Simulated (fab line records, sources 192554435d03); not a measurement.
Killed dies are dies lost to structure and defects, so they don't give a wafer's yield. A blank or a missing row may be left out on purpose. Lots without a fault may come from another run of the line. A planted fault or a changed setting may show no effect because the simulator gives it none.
A struck lot beside a sound one | flow n5_finfet | 15 steps out of a route of 1938
Sound: wafers L404.2, L404.5, L404.6. Struck: wafers L412.1, L412.2, L412.6. The cause comes at the end.
At each step with rows: each side's tool, then ch and its chambers, then its first start. Under that, the readings that differ: sound wafers | struck wafers | difference of the means | sigmas: that difference in standard deviations of wafers without a fault.
alike: readings whose means differ by less than 2 such deviations, and words and numbers that are the same on both sides. not compared: withheld readings, readings that some wafer has no value for, bounds like >300 that may hide the same value, and numbers for which the record gives no deviation and whose values overlap.
The two part at a step that has a row with sigmas, a row that says differs or no value, or rows on one side only. Numbers that don't overlap but have no deviation are shown without sigmas and don't part them. A reading that every wafer of one side lacks parts them only if that side has two wafers or more.

first, 1 step without rows for these wafers: N5_MOL_CONTACT_COAG_DESCUM_13 (chemistry O2, time 7 s).
N5_MOL_CONTACT_COAG_ETCH_59: etches underlayer in N2/H2, target depth 13 nm, time 10.4 s.
  sound on rie_diel-06 ch 1,2,3, day 7 04:38; struck on rie_diel-03 ch 0,2,3, day 9 04:34
  alike: drypump_motor_current_A, etch_rf_on_time_s, oes_product_au, rf_vpp_V, showerhead_plenum_p_Torr, throttle_valve_pct
  not compared: rf_hours_counter_h
then, 1 step without rows for these wafers: N5_MOL_CONTACT_COAG_ETCH_105 (etches SiARC in CF4, target depth 15.6 nm, time 26 s).
N5_MOL_CONTACT_COAG_ETCH_106: etches SOC in N2/H2, target depth 80 nm, overetch 16 nm, time 120 s.
  sound on rie_diel-06 ch 1,2,3, day 7 04:41; struck on rie_diel-03 ch 0,2,3, day 9 04:37
  alike: drypump_motor_current_A, oes_product_au, rf_vpp_V, showerhead_plenum_p_Torr, throttle_valve_pct
  not compared: rf_hours_counter_h
then, 2 steps without rows for these wafers: N5_MOL_CONTACT_COAG_STRIP_107 (strips in N2/H2); N5_MOL_CONTACT_COAG_STRIP_108 (strips in N2/H2).
N5_MOL_CONTACT_COAG_CONTACT_ETCH_14: etches SiO2 in C4F6/O2, target depth 27.5 nm, overetch 8.5 nm, time 20 s.
  sound on rie_diel-06 ch 1,2,3, day 7 04:47; struck on rie_diel-03 ch 0,2,3, day 9 04:43
  alike: C4F6_flow_sccm, O2_flow_sccm, drypump_motor_current_A, mfc_ar_sccm, oes_o_777_au, oes_product_au, rf_vpp_V, showerhead_plenum_p_Torr, throttle_valve_pct
  not compared: rf_hours_counter_h
then, 2 steps without rows for these wafers: N5_MOL_CONTACT_COAG_STRIP_109 (strips in C4F6/O2); N5_MOL_CONTACT_COAG_ETCH_15 (etches SiNx in CH3F/O2, stops on Si:P, target depth 7 nm).
N5_MOL_CONTACT_COAG_ETCH_110: etches Si in CF4/O2, target depth 2.5 nm, time 8 s.
  sound on rie_diel-06 ch 1,2,3, day 7 04:53; struck on rie_diel-03 ch 0,2,3, day 9 04:49
  alike: O2_flow_sccm, drypump_motor_current_A, mfc_ar_sccm, oes_o_777_au, oes_product_au, rf_vpp_V, showerhead_plenum_p_Torr, throttle_valve_pct
  not compared: rf_hours_counter_h
N5_MOL_CONTACT_COAG_STRIP_98: strips in N2/H2.
  sound on rie_diel-06 ch 1,2,3, day 7 04:56; struck on rie_diel-03 ch 0,2,3, day 9 04:52
  alike: drypump_motor_current_A, oes_product_au, rf_vpp_V, showerhead_plenum_p_Torr, throttle_valve_pct
  not compared: rf_hours_counter_h
N5_MOL_CONTACT_COAG_CD_MEAS_99: target cd 17.2 nm.
  sound on cd_sem-02, day 7 05:00; struck on cd_sem-03, day 9 04:56
  alike: cd_nm
N5_MOL_CONTACT_COAG_IMPLANT_129:
  sound on implanter-02 ch 0, day 7 05:04; struck on implanter-02 ch 0, day 9 04:58
  reading                          | sound                   | struck                     | difference | sigmas
  beam_energy_keV                  | 2.9989 3.0000 3.0001    | 10.048 10.047 10.046       | +7.047     | +99 or more
  end_station_pressure_torr (Torr) | 5.8e-06 5.2e-06 6.1e-06 | 1.14e-05 1.14e-05 1.07e-05 | +5.47e-06  | +17
  model.implant.rp_nm (nm)         | 6.311 6.311 6.311       | 12.48 12.48 12.48          | +6.17      |
  model.implant.drp_nm (nm)        | 2.134 2.134 2.134       | 4.604 4.604 4.604          | +2.470     |
  alike: rotation_deg
then, 1 step without rows for these wafers: N5_MOL_CONTACT_COAG_PRECLEAN_111 (cleans in NF3:NH3, afs cycles 1, time 20 s, sublimation time 60 s).
-- the record jumps here: 11 days lie between the struck wafers' starts before and after (it left off in module MOL_CONTACT_COAG and takes up again in module PASSIVATION, whose first step shown is number 1936 of the route) --
N5_PASSIVATION_PROBE_49:
  sound on prober-02, day 16 09:10; struck on prober-01, day 20 06:22
  alike: killed_at_M0_to_M3, killed_at_M4_up, killed_at_contacts, killed_at_front_end, killed_at_other, killed_dies, killed_open, killed_short

WHERE THEY PART
Only at N5_MOL_CONTACT_COAG_IMPLANT_129, within this record. Later steps at which nothing parts them and some readings are alike: N5_PASSIVATION_PROBE_49.

WHY: what the simulator had put in
Process parameter drift: implanter-02, from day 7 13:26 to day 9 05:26, at N5_MOL_CONTACT_COAG_IMPLANT_129. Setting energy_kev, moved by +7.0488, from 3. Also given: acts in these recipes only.
